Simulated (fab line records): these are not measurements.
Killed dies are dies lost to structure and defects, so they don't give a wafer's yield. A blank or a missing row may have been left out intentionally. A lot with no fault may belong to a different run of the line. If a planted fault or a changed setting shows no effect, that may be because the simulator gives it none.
fab line records	flow n5-finfet
record lots=9	wafers=27	last-day=17
route steps=1938 shown BEOL_M0_SAQP@637 BEOL_M4@1111
lots that met no fault: from a run of the same line without faults
start-h: hours from the record's first day to the start of the lot's first wafer shown	wait-h: time in hours since the lot's previous step	" same as the row above	L1.1+2: several wafers, shown together as one row	- no value present, or no start provided	* or withheld: withheld	< > ~ a bound
route shown NAME@n: NAME is a module with steps in the file, n the number in the route of the first one	usual: average and standard deviation across the fault-free wafers	same: alike in all rows	chamber/n: place in a boat	sites: each site's reading	_std_site: the values' standard deviation	_edge_site: the outer-site mean with the inner-site mean subtracted	radius-mm: how far each site lies from the wafer's centre	mask NAME#n: copy n	behind: tool/chamber where the wafer was last shaped	hold: the reason the lot was held/the length of the hold in hours/how it ended	device: the n, p or np transistor that did not switch	end of line: the tests these same wafers got at the end of their route	a step without rows: its recipe alone	killed: the dies lost at the first sort to structure and to defects; this is not the yield of the wafer	map: dies across one wafer; x = killed, . = not, _ = none there
set.NAME: the run value of the setting; set.NAME@STEP: its run value at that earlier step	model.NAME: the simulator's own value behind a step, which no gauge read
a sample of lots followed through the steps of the route, with each step as a table and each wafer as a row
services: the hour from which a tool's chamber was out of use, counted from the record's first day as start-h (under 0 if before that day), plus the number of hours and why
## steps
# step N5_BEOL_M0_SAQP_PECVD_97
# recipe material=SiNx	target-thk-a=230	temp-c=350	precursor=SiH4/NH3/N2	pressure-torr=1.5	rf-w=300	time-s=19.9
# usual heater-power-w=548/64	rf-fwd-power-W=296.9/1.2	showerhead-plenum-p-Torr=5.13/0.057	throttle-valve-pct=39.5/1.4
lot.wafer	tool	chamber	start-h	wait-h	heater-power-w	rf-fwd-power-W	showerhead-plenum-p-Torr	throttle-valve-pct
L309.1	pecvd-02	2	114.54	0.0	621	297.5	5.12	40.5
L309.4	"	2	"	"	631	297.2	5.12	40.5
L309.6	"	0	"	"	616	297.9	5.14	37.1
L310.2	pecvd-04	1	119.49	0.0	552	297.1	5.24	39.4
L310.3	"	2	"	"	672	297.2	5.15	36.8
L310.4	"	0	"	"	493	297.7	5.06	40.4
L314.2	pecvd-01	1	141.61	0.0	624	296.1	5.07	41.5
L314.3	"	1	"	"	623	296.4	5.07	41.7
L314.6	"	2	"	"	495	294.4	5.16	38.8
L317.1	pecvd-01	2	161.12	0.0	455	295.2	5.15	38.9
L317.5	"	0	"	"	483	297.1	5.09	39.6
L317.6	"	2	"	"	466	294.7	5.15	38.9
L322.3	pecvd-01	0	199.34	0.0	481	297.8	5.08	39.3
L322.4	"	2	"	"	551	295.5	5.16	38.7
L322.5	"	1	"	"	604	296.8	5.06	41.8
L324.1	pecvd-02	0	208.45	0.0	550	298.5	5.14	37.5
L324.4	"	0	"	"	550	298.5	5.15	37.7
L324.5	"	1	"	"	489	296.4	5.12	40.5
L326.1	pecvd-01	1	217.50	0.0	638	296.2	5.08	41.7
L326.2	"	2	"	"	529	295.0	5.15	38.9
L326.5	"	1	"	"	626	294.9	5.07	41.7
L327.3	pecvd-01	0	230.56	0.0	488	297.2	5.10	39.3
L327.4	"	1	"	"	619	296.8	5.07	41.9
L327.6	"	2	"	"	481	294.4	5.15	39.5
L331.1	pecvd-04	0	246.18	0.0	528	296.6	5.06	40.4
L331.2	"	2	"	"	653	297.4	5.13	37.9
L331.5	"	0	"	"	517	297.6	5.06	40.2
# step N5_BEOL_M0_SAQP_INSPECT_16
# recipe mode=adi	inspect-instrument=brightfield
# usual raw-defect-count=557/140
lot.wafer	tool	chamber	start-h	wait-h	raw-defect-count
L309.1	defect-inspect-01	-	115.21	0.0	457
L309.4	"	-	"	"	525
L309.6	"	-	"	"	661
L310.2	defect-inspect-01	-	120.04	0.0	419
L310.3	"	-	"	"	516
L310.4	"	-	"	"	445
L314.2	defect-inspect-02	-	142.34	0.0	445
L314.3	"	-	"	"	481
L314.6	"	-	"	"	523
L317.1	defect-inspect-02	-	161.79	0.0	451
L317.5	"	-	"	"	400
L317.6	"	-	"	"	379
L322.3	defect-inspect-01	-	200.01	0.0	614
L322.4	"	-	"	"	732
L322.5	"	-	"	"	485
L324.1	defect-inspect-01	-	209.18	0.0	497
L324.4	"	-	"	"	451
L324.5	"	-	"	"	416
L326.1	defect-inspect-02	-	218.21	0.0	815
L326.2	"	-	"	"	701
L326.5	"	-	"	"	547
L327.3	defect-inspect-02	-	231.14	0.0	375
L327.4	"	-	"	"	635
L327.6	"	-	"	"	370
L331.1	defect-inspect-02	-	246.85	0.0	669
L331.2	"	-	"	"	668
L331.5	"	-	"	"	451
# step N5_BEOL_M0_SAQP_MANDREL_ETCH_20
# recipe target-depth-a=600	chemistry=HBr/Cl2	target=a-Si	stop-on=SiNx	bt-time-s=10	mask-material=SOC	over-etch-frac=0.5	time-s=30	pressure-mtorr=10	icp-w=800	bias-w=75	HBr_flow_sccm=150	Cl2_flow_sccm=80	ends=end-point
# usual drypump-motor-current-A=5.6/0.5	oes-product-au=0.778/0.012	rf-fwd-power-W=794.4/2.8	throttle-valve-pct=35.6/0.37
# same over-etch-frac=0.5
lot.wafer	tool	chamber	start-h	wait-h	drypump-motor-current-A	oes-product-au	rf-fwd-power-W	rf-hours-counter-h	throttle-valve-pct
L309.1	rie-si-02	3	115.54	0.0	6.4	0.771	791.2	179	34.9
L309.4	"	2	"	"	5.4	0.792	794.1	165	35.9
L309.6	"	2	"	"	5.4	0.788	793.7	-	35.9
L310.2	rie-si-04	3	120.35	0.0	6.0	0.808	797.4	11	35.3
L310.3	"	1	"	"	5.5	0.768	794.4	193	35.0
L310.4	"	0	"	"	6.4	0.788	794.1	97	36.0
L314.2	rie-si-05	2	142.64	0.0	5.3	0.771	793.9	99	35.6
L314.3	"	3	"	"	4.9	0.778	796.8	33	35.9
L314.6	"	0	"	"	5.0	0.755	792.2	-	35.4
L317.1	rie-si-02	1	162.10	0.0	5.3	0.768	789.1	113	36.0
L317.5	"	2	"	"	5.4	0.798	795.0	-	35.9
L317.6	"	1	"	"	5.3	0.767	791.5	-	36.0
L322.3	rie-si-05	1	200.47	0.0	5.4	0.770	793.6	150	35.8
L322.4	"	2	"	"	5.3	0.781	793.9	100	35.5
L322.5	"	2	"	"	5.3	0.777	793.7	-	35.5
L324.1	rie-si-05	1	209.50	0.0	5.4	0.756	792.4	150	35.9
L324.4	"	3	"	"	4.9	0.787	990.3	34	35.9
L324.5	"	3	"	"	4.8	0.780	991.4	-	35.9
L326.1	rie-si-02	1	218.55	0.0	5.3	0.759	796.2	114	36.0
L326.2	"	2	"	"	5.4	0.784	794.6	167	35.9
L326.5	"	3	"	"	6.4	0.771	792.3	-	34.9
L327.3	rie-si-04	2	231.44	0.0	5.6	0.766	792.9	60	35.4
L327.4	"	0	"	"	6.4	0.791	794.2	99	36.0
L327.6	"	2	"	"	5.6	0.791	794.6	-	35.4
L331.1	rie-si-04	0	247.33	0.0	6.4	0.778	792.1	100	36.0
L331.2	"	1	"	"	5.5	0.770	788.5	1	35.3
L331.5	"	0	"	"	6.4	0.783	797.2	-	36.1
# step N5_BEOL_M0_SAQP_STRIP_86
# recipe chemistry=N2/H2	power-w=500	temp-c=40	pressure-mtorr=50	rf-frequency-hz=6e+07	overash-fraction=0.3	bias-power-w=28	h2-frac=0.5	n2-flow-sccm=300	h2-flow-sccm=300
# usual bias-power-w=28.00/0.082	drypump-motor-current-A=5.9/0.5	oes-product-au=0.79/0.088	rf-vpp-V=122.4/1.4	showerhead-plenum-p-Torr=3.42/0.086	throttle-valve-pct=18.9/0.36
lot.wafer	tool	chamber	start-h	wait-h	bias-power-w	drypump-motor-current-A	oes-product-au	rf-hours-counter-h	rf-vpp-V	showerhead-plenum-p-Torr	throttle-valve-pct
L309.1	rie-diel-01	1	115.78	0.2	28.00	5.9	0.91	28	125.5	3.54	18.6
L309.4	"	2	"	"	28.04	5.7	0.73	175	124.0	3.49	18.5
L309.6	"	0	"	"	27.90	5.8	0.97	-	122.6	3.42	18.8
L310.2	rie-diel-01	1	120.47	0.1	27.91	5.9	0.91	30	124.3	3.54	18.6
L310.3	"	2	"	"	27.99	5.7	0.72	178	124.6	3.49	18.5
L310.4	"	3	"	"	28.02	6.3	0.76	168	122.9	3.34	19.0
L314.2	rie-diel-01	1	142.74	0.1	28.02	5.9	0.90	37	122.7	3.53	18.6
L314.3	"	2	"	"	27.98	5.7	0.73	185	119.5	3.49	18.5
L314.6	"	2	"	"	27.83	5.7	0.73	-	122.0	3.49	18.5
L317.1	rie-diel-03	1	162.20	0.1	28.14	6.1	0.75	164	123.8	3.49	18.8
L317.5	"	3	"	"	27.91	5.9	0.73	-	119.8	3.49	19.3
L317.6	"	0	"	"	28.02	6.7	0.77	-	125.5	3.38	19.6
L322.3	rie-diel-03	0	200.57	0.1	28.08	6.7	0.75	125	122.6	3.38	19.6
L322.4	"	3	"	"	27.95	6.0	0.73	-	121.8	3.48	19.3
L322.5	"	2	"	"	27.94	4.9	0.89	-	122.4	3.29	18.4
L324.1	rie-diel-03	3	209.60	0.1	27.96	6.0	0.71	186	122.0	3.48	19.3
L324.4	"	0	"	"	27.97	6.7	0.76	128	122.9	3.38	19.6
L324.5	"	1	"	"	27.93	6.1	0.76	-	121.3	3.49	18.8
L326.1	rie-diel-03	0	218.65	0.1	28.12	6.7	0.74	130	121.8	3.38	19.6
L326.2	"	2	"	"	28.09	4.9	0.88	22	122.5	3.29	18.5
L326.5	"	3	"	"	27.94	5.9	0.72	-	125.2	3.48	19.3
L327.3	rie-diel-02	0	231.54	0.1	28.06	5.1	0.68	243	121.7	3.42	19.0
L327.4	"	2	"	"	28.09	6.5	0.70	221	123.7	3.35	19.3
L327.6	"	2	"	"	28.06	6.5	0.71	-	122.2	3.35	19.4
L331.1	rie-diel-01	2	247.43	0.1	27.98	5.7	0.70	217	122.4	3.47	18.6
L331.2	"	1	"	"	28.16	5.9	0.85	67	121.4	3.52	18.7
L331.5	"	2	"	"	28.02	5.7	0.70	-	124.4	3.47	18.6
# step N5_BEOL_M4_RC_MEAS_101
# usual DIBL_N=36.2/1.7	DIBL_P=36.6/1.9	IOFF_N=0.16/0.032	IOFF_P=0.21/0.037	ION_N=675/12	ION_P=460/8.1	SS_N=71.4/0.58	SS_P=73.4/0.64	VT_N=249/3.2	VT_P=-252/3.4
lot.wafer	tool	chamber	start-h	wait-h	DIBL_N[mV/V]	DIBL_P[mV/V]	IOFF_N[nA/um]	IOFF_P[nA/um]	ION_N[uA/um]	ION_P[uA/um]	SS_N[mV/dec]	SS_P[mV/dec]	VT_N[mV]	VT_P[mV]
L309.1	prober-02	0	169.36	0.0	36.7	37.2	0.17	0.23	665	465	71.8	73.2	250	-248
L309.4	"	0	"	"	36.4	37.7	0.16	0.23	687	468	72.2	73.8	250	-247
L309.6	"	0	"	"	33.9	34.4	0.13	0.18	668	465	71.1	72.9	252	-250
L310.2	prober-01	0	178.44	0.2	38.3	38.3	0.19	0.26	684	460	71.3	74.0	246	-247
L310.3	"	0	"	"	40.0	40.5	0.24	0.31	685	469	72.7	74.1	244	-242
L310.4	"	0	"	"	36.8	37.0	0.18	0.24	685	466	71.6	73.1	247	-246
L314.2	prober-02	0	200.25	0.2	35.1	35.8	0.15	0.20	688	470	71.5	73.1	249	-250
L314.3	"	0	"	"	34.4	34.5	0.14	0.19	674	460	71.0	72.3	246	-252
L314.6	"	0	"	"	36.1	37.2	0.18	0.23	681	468	71.5	73.6	246	-248
L317.1	prober-02	0	208.18	0.0	35.6	36.2	0.16	0.19	684	463	71.6	73.1	248	-250
L317.5	"	0	"	"	33.9	33.8	0.12	0.15	671	455	71.2	73.2	253	-254
L317.6	"	0	"	"	34.7	35.1	0.14	0.17	676	463	71.1	73.2	249	-253
L322.3	prober-02	0	247.01	0.3	38.6	41.4	0.21	0.26	679	467	72.2	74.4	246	-249
L322.4	"	0	"	"	34.5	36.3	0.13	0.18	668	460	71.0	72.3	253	-252
L322.5	"	0	"	"	37.6	40.2	0.18	0.23	681	464	71.9	73.9	247	-254
L324.1	prober-01	0	265.51	0.0	35.6	36.4	0.15	0.20	665	455	71.0	73.4	251	-249
L324.4	"	0	"	"	37.8	38.3	0.20	0.23	670	455	72.0	73.8	246	-251
L324.5	"	0	"	"	35.9	36.5	0.15	0.21	678	462	71.7	73.6	251	-252
L326.1	prober-01	0	267.66	0.0	34.6	34.0	0.14	0.15	679	461	70.6	73.0	249	-256
L326.2	"	0	"	"	36.3	37.4	0.16	0.19	667	451	71.6	73.7	250	-254
L326.5	"	0	"	"	36.0	36.6	0.15	0.17	680	455	72.1	73.5	250	-256
L327.3	prober-02	0	282.12	0.3	36.1	38.3	0.17	0.23	681	468	71.4	73.1	244	-250
L327.4	"	0	"	"	34.3	35.7	0.14	0.19	670	466	70.0	73.2	251	-252
L327.6	"	0	"	"	35.9	37.9	0.17	0.22	683	465	70.7	73.0	248	-250
L331.1	prober-02	0	296.75	0.0	37.0	35.9	0.16	0.21	680	465	71.2	72.9	249	-253
L331.2	"	0	"	"	35.7	34.2	0.13	0.19	666	460	69.8	72.2	254	-250
L331.5	"	0	"	"	37.2	37.3	0.17	0.23	684	469	71.0	73.9	249	-247
## services
tool	chamber	start-h	hours	kind
rie-si-05	2	94.66	5.2	repair
rie-diel-01	-	94.95	0.5	repair
rie-diel-02	-	105.28	14.6	pm
pecvd-01	-	107.81	14.6	pm
rie-diel-03	2	116.00	-	clean
rie-diel-03	2	116.00	-	consumable-replace:focus-ring
rie-diel-03	2	116.00	23.7	scheduled-down
rie-diel-03	2	116.00	23.7	vent-cycle
pecvd-04	1	121.37	3.7	repair
rie-si-04	1	151.45	-	clean
rie-si-04	1	151.45	24.6	scheduled-down
rie-si-04	1	151.45	24.6	vent-cycle
pecvd-02	1	153.69	6.7	repair
pecvd-01	-	167.15	7.7	repair
rie-diel-03	-	172.67	0.3	repair
rie-diel-03	1	193.13	8.5	repair
pecvd-02	2	202.38	-	clean
rie-si-04	3	208.17	4.8	repair
pecvd-02	1	220.64	5.0	repair
rie-si-05	3	223.38	2.2	repair
rie-diel-03	-	236.51	0.3	repair
rie-si-04	2	240.75	6.3	repair
rie-diel-02	2	244.08	21.0	repair
pecvd-01	-	246.76	2.8	pm
## key
first-sign step=N5_BEOL_M0_SAQP_MANDREL_ETCH_20	reading=rf-fwd-power-W	direction=up	sigmas=70	usual=*	struck=*
effect none on later readings
met-at N5_BEOL_M0_SAQP_MANDREL_ETCH_20
struck-lots L324
struck-wafers L324.4,L324.5
not-acting-at N5_BEOL_M0_SAQP_PECVD_97,N5_BEOL_M0_SAQP_INSPECT_16,N5_BEOL_M0_SAQP_STRIP_86
onset-between 142.64 209.50
fault kind=process-parameter-drift	tool=rie-si-05	chamber=3	onset-h=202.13	steps=N5_BEOL_M0_SAQP_MANDREL_ETCH_20	channel=icp-w	offset=192	shape=step	end-h=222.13	acts-in=these-recipes-only	stated=800
